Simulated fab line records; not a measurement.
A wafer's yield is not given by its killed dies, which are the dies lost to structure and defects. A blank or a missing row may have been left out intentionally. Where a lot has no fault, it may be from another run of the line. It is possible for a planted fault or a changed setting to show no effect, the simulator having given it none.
fab line records + flow nandHarc + part 2 of 2: steps 30 to 37 of 37
record
- lots=5
- wafers=15
- lastDay=32
route steps=1302 shown P_GATE@119
lots that met no fault: from a run of the same line without faults
startH: hours from the record's opening day to when the first of the lot's shown wafers began + waitH: time in hours since the lot's previous step + " unchanged from the row above + L1.1+2: a single row standing in for several wafers + - no value, or no start given + * or withheld: withheld + < > ~ a bound
route shown NAME@n: NAME is a module with steps in the file, n the number in the route of the first one + usual: mean and standard deviation over wafers with no fault + same: alike in all rows + chamber/n: place in a boat + sites: per-site readings + _std_site: standard deviation of those values + _edge_site: the outer-site mean with the inner-site mean subtracted + radiusMm: how far each site lies from the wafer's centre + mask NAME#n: copy n + behind: the most recent tool/chamber to have shaped the wafer + hold: why the lot went on hold/how many hours it stayed there/how the hold came to an end + device: the n, p or np transistor that did not switch + end of line: at the end of the route, the tests of the same wafers + a step with no rows: only its recipe + killed: count of dies lost to structure and defects at first sort (not the wafer's yield) + map: dies across one wafer; x = killed, . = not, _ = none there
set.NAME: the setting as run; set.NAME@STEP: as run at that earlier step + model.NAME: the simulator's own value behind a step, which no gauge read
lots seen at some steps along the route; tables by step, rows by wafer
services: from which hour (startH, from the record's first day; less than 0 if before it) a tool's chamber was out of use, for how many hours, and why
## steps
# step NHARC_P_GATE_ETCH_114
# recipe
- targetDepthA=300
- overetchA=30
- timeS=16.5
- ionEnergyEv=100
- cf4FlowSccm=80
- o2FlowSccm=20
- arFlowSccm=0
- rfW=300
- biasW=100
- chemistry=CF4/O2
# usual
- chamberPressureMTorr=30.002/0.028
- drypumpMotorCurrentA=5.7/0.33
- oesProductAu=0.999/0.013
- rfVppV=198.2/1.4
- showerheadPlenumPTorr=1.35/0.058
- throttleValvePct=13.399/0.0085
| lot.wafer | tool       | chamber | startH | waitH | chamberPressureMTorr | drypumpMotorCurrentA | oesProductAu | rfHoursCounterH | rfVppV | showerheadPlenumPTorr | throttleValvePct |
|-----------|------------|---------|--------|-------|----------------------|----------------------|--------------|-----------------|--------|-----------------------|------------------|
| L079.3    | rieDiel-10 | 3       | -      | -     | 30.038               | 5.6                  | 1.014        | 5.2             | 196.4  | 1.27                  | 13.396           |
| L079.1    | "          | 1       | "      | "     | 30.007               | 5.5                  | 1.018        | 5.4             | 200.1  | 1.40                  | 13.390           |
| L079.2    | "          | 2       | "      | "     | 30.044               | 5.4                  | 0.986        | 4.1             | 199.3  | 1.32                  | 13.392           |
| L082.2    | rieDiel-10 | 3       | -      | -     | 30.055               | 5.6                  | 1.015        | 7.4             | 196.2  | 1.27                  | 13.391           |
| L082.5    | "          | 3       | "      | "     | 29.937               | 5.6                  | 1.009        | -               | 197.3  | 1.27                  | 13.394           |
| L082.6    | "          | 0       | "      | "     | 30.005               | 6.0                  | 1.024        | -               | 199.2  | 1.41                  | 13.402           |
| L083.1    | rieDiel-10 | 1       | -      | -     | 29.989               | 5.5                  | 1.018        | 7.3             | 198.8  | 1.40                  | 13.396           |
| L083.6    | "          | 1       | "      | "     | 29.977               | 5.5                  | 1.017        | -               | 197.9  | 1.40                  | 13.404           |
| L083.5    | "          | 2       | "      | "     | 30.042               | 5.4                  | 0.993        | -               | 198.1  | 1.32                  | 13.403           |
| L085.4    | rieDiel-10 | 2       | -      | -     | 30.010               | 5.4                  | 0.985        | 6.7             | 197.0  | 1.32                  | 13.398           |
| L085.3    | "          | 1       | "      | "     | 30.006               | 5.5                  | 1.012        | 7.7             | 198.5  | 1.40                  | 13.402           |
| L085.5    | "          | 3       | "      | "     | 29.949               | 5.6                  | 1.003        | -               | 195.0  | 1.27                  | 13.415           |
| L094.1    | rieDiel-10 | 2       | -      | -     | 30.050               | 5.4                  | 0.978        | 3.9             | 196.6  | 1.32                  | 13.394           |
| L094.3    | "          | 3       | "      | "     | 30.023               | 5.6                  | 0.999        | 4.2             | 196.8  | 1.27                  | 13.392           |
| L094.6    | "          | 2       | "      | "     | 29.991               | 5.4                  | 0.992        | -               | 197.1  | 1.32                  | 13.387           |
# step NHARC_P_GATE_ETCH_32
# recipe
- targetDepthA=1500
- overEtchFrac=1
- overEtchIonEnergyEv=40
- timeS=100.1
- hbrFlowSccm=150
- cl2FlowSccm=50
- rfW=400
- icpW=400
- biasW=100
- chemistry=HBr/Cl2
# usual
- chamberPressureMTorr=14.999/0.014
- drypumpMotorCurrentA=5.8/0.46
- oesProductAu=0.996/0.011
- throttleValvePct=26.406/0.0089
| lot.wafer | tool     | chamber | startH | waitH | chamberPressureMTorr | drypumpMotorCurrentA | oesProductAu | rfHoursCounterH | throttleValvePct |
|-----------|----------|---------|--------|-------|----------------------|----------------------|--------------|-----------------|------------------|
| L079.2    | rieSi-04 | 2       | 143.94 | -     | 15.012               | 5.4                  | 0.995        | 0.9             | 26.402           |
| L079.3    | "        | 3       | "      | "     | 15.023               | 6.0                  | 1.007        | 1.0             | 26.414           |
| L079.1    | "        | 1       | "      | "     | 14.968               | 5.7                  | 0.997        | 0.9             | 26.418           |
| L082.2    | rieSi-01 | 1       | 180.03 | -     | 15.008               | 6.6                  | 1.005        | 1.0             | 26.393           |
| L082.5    | "        | 0       | "      | "     | 15.010               | 5.9                  | 0.993        | -               | 26.414           |
| L082.6    | "        | 1       | "      | "     | 14.982               | 6.6                  | 1.011        | -               | 26.383           |
| L083.1    | rieSi-01 | 2       | 189.83 | -     | 14.997               | 4.9                  | 0.989        | 1.0             | 26.421           |
| L083.5    | "        | 3       | "      | "     | 14.954               | 5.9                  | 0.992        | -               | 26.411           |
| L083.6    | "        | 0       | "      | "     | 14.983               | 5.8                  | 0.996        | -               | 26.404           |
| L085.3    | rieSi-05 | 3       | 205.26 | -     | 15.006               | 5.3                  | 1.007        | 0.5             | 26.403           |
| L085.4    | "        | 2       | "      | "     | 15.018               | 5.9                  | 0.989        | 0.5             | 26.400           |
| L085.5    | "        | 0       | "      | "     | 14.964               | 6.0                  | 0.999        | -               | 26.412           |
| L094.1    | rieSi-01 | 1       | 303.83 | -     | 14.993               | 6.6                  | 0.998        | 0.5             | 26.388           |
| L094.3    | "        | 3       | "      | "     | 15.012               | 5.9                  | 1.001        | 0.6             | 26.410           |
| L094.6    | "        | 0       | "      | "     | 15.016               | 5.9                  | 0.982        | -               | 26.412           |
# step NHARC_P_GATE_STRIP_108
# recipe
- o2FlowSccm=500
- arFlowSccm=0
- biasW=0
- chemistry=O2
# usual
- chamberPressureMTorr=60.00/0.053
- drypumpMotorCurrentA=5.8/0.38
- oesProductAu=0.998/0.011
- rfVppV=58.0/0.9
- showerheadPlenumPTorr=3.56/0.14
- throttleValvePct=17.035/0.0092
| lot.wafer | tool       | chamber | startH | waitH | chamberPressureMTorr | drypumpMotorCurrentA | oesProductAu | rfHoursCounterH | rfVppV | showerheadPlenumPTorr | throttleValvePct |
|-----------|------------|---------|--------|-------|----------------------|----------------------|--------------|-----------------|--------|-----------------------|------------------|
| L079.1    | rieDiel-01 | 0       | 144.10 | -     | 59.93                | 5.2                  | 0.996        | 8.2             | 58.6   | 3.45                  | 17.034           |
| L079.2    | "          | 2       | "      | "     | 60.01                | 6.0                  | 0.989        | 9.0             | 58.0   | 3.70                  | 17.025           |
| L079.3    | "          | 3       | "      | "     | 59.96                | 6.3                  | 0.981        | 8.4             | 58.6   | 3.63                  | 17.042           |
| L082.2    | rieDiel-09 | 2       | 180.22 | -     | 59.99                | 6.4                  | 0.992        | 0.5             | 56.1   | 3.35                  | 17.025           |
| L082.6    | "          | 3       | "      | "     | 59.99                | 5.6                  | 0.994        | -               | 57.2   | 3.56                  | 17.031           |
| L082.5    | "          | 0       | "      | "     | 60.00                | 5.6                  | 0.983        | -               | 59.0   | 3.77                  | 17.037           |
| L083.1    | rieDiel-10 | 0       | 189.96 | -     | 59.94                | 6.0                  | 1.020        | 7.5             | 58.0   | 3.72                  | 17.023           |
| L083.5    | "          | 3       | "      | "     | 59.96                | 5.6                  | 1.009        | -               | 56.7   | 3.35                  | 17.026           |
| L083.6    | "          | 0       | "      | "     | 60.01                | 6.0                  | 1.011        | -               | 58.6   | 3.72                  | 17.036           |
| L085.4    | rieDiel-10 | 3       | 205.44 | -     | 60.04                | 5.6                  | 1.014        | 8.1             | 57.8   | 3.35                  | 17.028           |
| L085.3    | "          | 0       | "      | "     | 59.94                | 6.0                  | 1.019        | 7.9             | 57.9   | 3.72                  | 17.049           |
| L085.5    | "          | 3       | "      | "     | 60.04                | 5.6                  | 1.016        | -               | 57.6   | 3.35                  | 17.024           |
| L094.1    | rieDiel-01 | 0       | 304.01 | -     | 60.02                | 5.2                  | 0.992        | 5.8             | 56.5   | 3.45                  | 17.041           |
| L094.3    | "          | 1       | "      | "     | 59.90                | 5.3                  | 0.997        | 3.9             | 56.7   | 3.40                  | 17.043           |
| L094.6    | "          | 3       | "      | "     | 60.01                | 6.3                  | 1.003        | -               | 59.4   | 3.62                  | 17.030           |
# step NHARC_P_GATE_CD_MEAS_33
# usual
- cdNm=119.7/2.8
| lot.wafer | tool     | chamber | startH | waitH | cdNm  |
|-----------|----------|---------|--------|-------|-------|
| L079.1    | cdSem-02 | -       | 144.27 | -     | 122.0 |
| L079.2    | "        | -       | "      | "     | 123.4 |
| L079.3    | "        | -       | "      | "     | 121.0 |
| L082.2    | cdSem-01 | -       | 180.35 | -     | 120.9 |
| L082.5    | "        | -       | "      | "     | 119.2 |
| L082.6    | "        | -       | "      | "     | 123.6 |
| L083.1    | cdSem-03 | -       | 190.12 | -     | 120.1 |
| L083.5    | "        | -       | "      | "     | 116.2 |
| L083.6    | "        | -       | "      | "     | 119.0 |
| L085.3    | cdSem-02 | -       | 205.60 | -     | 117.6 |
| L085.4    | "        | -       | "      | "     | 121.7 |
| L085.5    | "        | -       | "      | "     | 122.3 |
| L094.1    | cdSem-01 | -       | 304.15 | -     | 116.6 |
| L094.3    | "        | -       | "      | "     | 122.3 |
| L094.6    | "        | -       | "      | "     | 124.1 |
# step NHARC_P_GATE_STRIP_35
# recipe
- timeS=600
- tempC=130
- chemistry=SPM
| lot.wafer  | tool        | chamber | startH | waitH |
|------------|-------------|---------|--------|-------|
| L079.3+2+1 | wetBench-01 | 0,1,3   | 144.37 | 0.1   |
| L082.2+6+5 | wetBench-07 | 4,5,6   | 180.46 | 0.1   |
| L083.5+6+1 | wetBench-01 | 0,2,3   | 190.21 | 0.1   |
| L085.5+4+3 | wetBench-05 | 1,3,4   | 205.69 | 0.1   |
| L094.1+6+3 | wetBench-07 | 1,3,4   | 304.24 | 0.1   |
# step NHARC_P_GATE_PRECLEAN_73
# recipe
- timeS=*
- tempC=50
- bathAgeMin=0
- chemistry=SC1
| lot.wafer  | tool        | chamber | startH | waitH |
|------------|-------------|---------|--------|-------|
| L079.3+2+1 | wetBench-01 | 0,1,3   | -      | -     |
| L082.2+6+5 | wetBench-07 | 4,5,6   | -      | -     |
| L083.5+6+1 | wetBench-01 | 0,2,3   | -      | -     |
| L085.5+4+3 | wetBench-05 | 1,3,4   | -      | -     |
| L094.1+6+3 | wetBench-07 | 1,3,4   | -      | -     |
# step NHARC_P_GATE_SRD_74
| lot.wafer  | tool        | chamber | startH | waitH |
|------------|-------------|---------|--------|-------|
| L079.3+2+1 | wetBench-01 | 0,1,3   | -      | -     |
| L082.2+6+5 | wetBench-07 | 4,5,6   | -      | -     |
| L083.5+6+1 | wetBench-01 | 0,2,3   | -      | -     |
| L085.5+4+3 | wetBench-05 | 1,3,4   | -      | -     |
| L094.1+6+3 | wetBench-07 | 1,3,4   | -      | -     |
# step NHARC_P_GATE_ALD_36
# recipe
- targetThkA=200
- pulseTimeS=60
- aldCycles=223
- tempC=400
- material=SiNx
# usual
- heaterPowerW=857/100
- precursorPulseHeightRel=1.001/0.019
- susceptorTempC=400.01/0.2
| lot.wafer | tool      | chamber | startH | waitH | heaterPowerW | precursorPulseHeightRel | susceptorTempC |
|-----------|-----------|---------|--------|-------|--------------|-------------------------|----------------|
| L079.3    | aldSin-04 | 3       | 144.74 | -     | 734          | 0.993                   | 399.85         |
| L079.1    | "         | 0       | 146.14 | -     | 851          | 1.058                   | 400.05         |
| L079.2    | "         | 1       | 147.55 | -     | 932          | 0.994                   | 400.14         |
| L082.2    | aldSin-04 | 2       | 182.88 | -     | 980          | 1.014                   | -              |
| L082.5    | "         | 0       | 184.95 | -     | 891          | 0.983                   | -              |
| L082.6    | "         | 1       | 185.98 | -     | 952          | 0.963                   | -              |
| L083.1    | aldSin-01 | 0       | 193.40 | -     | 775          | 1.009                   | 400.03         |
| L083.5    | "         | 2       | 196.21 | -     | 995          | 1.005                   | 400.13         |
| L083.6    | "         | 0       | 197.62 | -     | 754          | 1.002                   | 399.77         |
| L085.3    | aldSin-04 | 0       | 207.11 | -     | 870          | 1.013                   | 399.95         |
| L085.4    | "         | 2       | 209.23 | -     | 971          | 1.003                   | 400.18         |
| L085.5    | "         | 0       | 211.36 | -     | 863          | 1.007                   | 399.97         |
| L094.3    | aldSin-04 | 3       | 304.61 | -     | 742          | 0.989                   | 399.99         |
| L094.1    | "         | 0       | 305.66 | -     | 834          | 1.010                   | 399.92         |
| L094.6    | "         | 0       | 309.86 | -     | 827          | 1.021                   | 399.94         |
## services
| tool          | chamber | startH | hours | kind   |
|---------------|---------|--------|-------|--------|
| pecvd-01      | 0       | 112.95 | 4.9   | repair |
| rieDiel-10    | 2       | 115.16 | 7.7   | repair |
| pecvd-01      | 2       | 116.17 | 5.2   | repair |
| lithoTrack-05 | -       | 124.00 | 7.0   | pm     |
| rieSi-01      | 2       | 127.73 | 2.0   | repair |
| aldSin-04     | 2       | 128.85 | 16.4  | repair |
| aldSin-04     | -       | 129.00 | 2.2   | repair |
| pecvd-01      | -       | 130.57 | 13.0  | pm     |
| aldSin-04     | -       | 133.32 | 0.2   | repair |
| lithoTrack-01 | -       | 155.00 | 7.0   | pm     |
| aldSin-04     | 3       | 157.45 | 7.8   | repair |
| wetBench-07   | -       | 160.00 | 8.0   | pm     |
| aldSin-04     | -       | 169.14 | 3.3   | repair |
| lithoTrack-06 | -       | 179.00 | 7.0   | pm     |
| lithoTrack-04 | -       | 203.00 | 7.0   | pm     |
| aldSin-04     | 1       | 215.73 | 6.6   | repair |
| lithoTrack-02 | -       | 227.00 | 7.0   | pm     |
| aldSin-04     | 1       | 237.42 | 2.7   | repair |
| rieDiel-10    | -       | 242.56 | 9.0   | pm     |
| wetBench-01   | -       | 243.02 | 4.5   | repair |
| lithoTrack-07 | -       | 251.00 | 7.0   | pm     |
| aldSin-04     | -       | 258.60 | 10.0  | pm     |
| wetBench-05   | -       | 260.83 | 8.0   | pm     |
| wetBench-01   | -       | 277.60 | 8.0   | pm     |
